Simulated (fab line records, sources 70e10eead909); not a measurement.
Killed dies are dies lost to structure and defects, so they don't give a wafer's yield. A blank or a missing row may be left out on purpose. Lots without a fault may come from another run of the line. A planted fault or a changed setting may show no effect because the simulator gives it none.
Chamber matching | flow nand_harc | NHARC_P_BONDPAD_CMP_32 on cmp-02: 4 sister chambers
The step polishes SiCN, target thk 200 nm. 18 wafers are shown with their chamber, then 9 later ones without.

WAFERS WITH THEIR CHAMBER
wafer  | chamber | motor_current_A (A) | slurry_filter_dp_kPa (kPa)
L075.1 | 0       | 10.7                | 13.78
L075.4 | 3       | 12.0                | 13.57
L075.5 | 2       | 12.7                | 13.66
L083.2 | 2       | 13.3                | 13.68
L083.4 | 3       | 11.4                | 13.78
L083.5 | 1       | 11.0                | 13.51
L086.1 | 0       | 11.2                | 13.51
L086.4 | 3       | 11.8                | 13.28
L086.6 | 1       | 11.0                | 13.70
L087.1 | 3       | 12.1                | 13.45
L087.3 | 2       | 13.4                | 13.60
L087.4 | 1       | 10.7                | 13.35
L089.1 | 1       | 11.0                | 13.78
L089.2 | 2       | 13.4                | 13.58
L089.6 | 3       | 12.0                | 13.48
L088.3 | 1       | 11.2                | 13.61
L088.4 | 2       | 12.9                | 13.58
L088.6 | 2       | 13.1                | 13.37

SIGNATURES (means of the wafers above)
reading              | chamber 0 | chamber 1 | chamber 2 | chamber 3 | scatter within a chamber
motor_current_A      | 10.950    | 10.980    | 13.133    | 11.860    | 0.264
slurry_filter_dp_kPa | 13.6450   | 13.5900   | 13.5783   | 13.5120   | 0.157
Rule: a wafer's distance from a chamber is the root of the sum, over the readings, of the square of ((its reading less the chamber's mean) divided by the reading's scatter). The wafer belongs to the nearest chamber; if the next one is less than 2 further off, it can't be placed. The scatter: the root of (the sum of the squares of (reading less its chamber's mean) over the shown wafers, divided by (wafers less chambers)).

WAFERS WITHOUT THEIR CHAMBER
wafer  | motor_current_A (A) | slurry_filter_dp_kPa (kPa)
L091.1 | 11.7                | 13.64
L091.2 | 10.7                | 13.60
L091.6 | 10.6                | 13.34
L093.1 | 11.4                | 13.44
L093.5 | 12.6                | 13.77
L093.6 | 11.9                | 13.55
L095.1 | 10.9                | 13.37
L095.3 | 11.6                | 13.71
L095.5 | 12.9                | 13.51

WHICH CHAMBER EACH WENT THROUGH
wafer  | from the rows above          | in truth
L091.1 | can't be placed: 3 or 1 or 0 | 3
L091.2 | can't be placed: 0 or 1      | 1
L091.6 | can't be placed: 1 or 0      | 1
L093.1 | can't be placed: 3 or 1 or 0 | 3
L093.5 | can't be placed: 2 or 3      | 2
L093.6 | 3                            | 3
L095.1 | can't be placed: 1 or 0      | 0
L095.3 | can't be placed: 3 or 1 or 0 | 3
L095.5 | 2                            | 2
Placed correctly: 2 of 9. Can't be placed from these rows: 7 (the true chamber is among the candidates in 7). Placed wrongly: 0.
